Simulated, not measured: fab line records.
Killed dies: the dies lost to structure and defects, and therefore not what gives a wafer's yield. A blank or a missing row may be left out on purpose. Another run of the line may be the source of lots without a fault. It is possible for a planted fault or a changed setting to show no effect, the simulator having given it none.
Matching of chambers || flow n5-finfet || N5_GATE_CUT_ETCH_19 on rie-diel-02 has 3 sister chambers
The step etches SiNx in CH3F/O2, target depth 53.7 nm, time 76.7 s. 6 wafers are shown with their chamber, then 4 later ones without.

## WAFERS, EACH WITH ITS CHAMBER
{"wafer": "L087.6", "chamber": 1, "rf-vpp-V (V)": 307, "etch-rf-on-time-s (s)": 77.3}
{"wafer": "L091.2", "chamber": 0, "rf-vpp-V (V)": 296, "etch-rf-on-time-s (s)": 73.4}
{"wafer": "L091.3", "chamber": 3, "rf-vpp-V (V)": 288, "etch-rf-on-time-s (s)": 81.6}
{"wafer": "L091.5", "chamber": 3, "rf-vpp-V (V)": 288, "etch-rf-on-time-s (s)": 81.4}
{"wafer": "L093.1", "chamber": 0, "rf-vpp-V (V)": 298, "etch-rf-on-time-s (s)": 73.1}
{"wafer": "L093.2", "chamber": 1, "rf-vpp-V (V)": 310, "etch-rf-on-time-s (s)": 76.5}

## WAFERS WHOSE CHAMBER IS MISSING
{"wafer": "L093.6", "rf-vpp-V (V)": 297, "etch-rf-on-time-s (s)": 73.2}
{"wafer": "L096.1", "rf-vpp-V (V)": 296, "etch-rf-on-time-s (s)": 73.6}
{"wafer": "L096.4", "rf-vpp-V (V)": 309, "etch-rf-on-time-s (s)": 76.1}
{"wafer": "L097.4", "rf-vpp-V (V)": 288, "etch-rf-on-time-s (s)": 81.1}

## WHICH CHAMBER EACH WENT THROUGH
{"wafer": "L093.6", "from the rows above": 0, "in truth": 0}
{"wafer": "L096.1", "from the rows above": 0, "in truth": 0}
{"wafer": "L096.4", "from the rows above": 1, "in truth": 1}
{"wafer": "L097.4", "from the rows above": 3, "in truth": 3}
Placed correctly: 4 of 4. Can't be placed from these rows: 0. Placed wrongly: 0.
How it was worked out, from the rows above alone: a wafer's distance from a chamber is the root of the sum, over the readings, of the square of ((its reading less the chamber's mean) divided by the reading's scatter). If the next closest chamber is less than 2 further off than the closest, the wafer can't be placed; otherwise it belongs to the closest. For every chamber, the mean is computed from those of its wafers that are shown. The scatter is the square root of a quotient: the sum, over the shown wafers, of each reading's squared deviation from its chamber's mean, divided by wafers minus chambers.
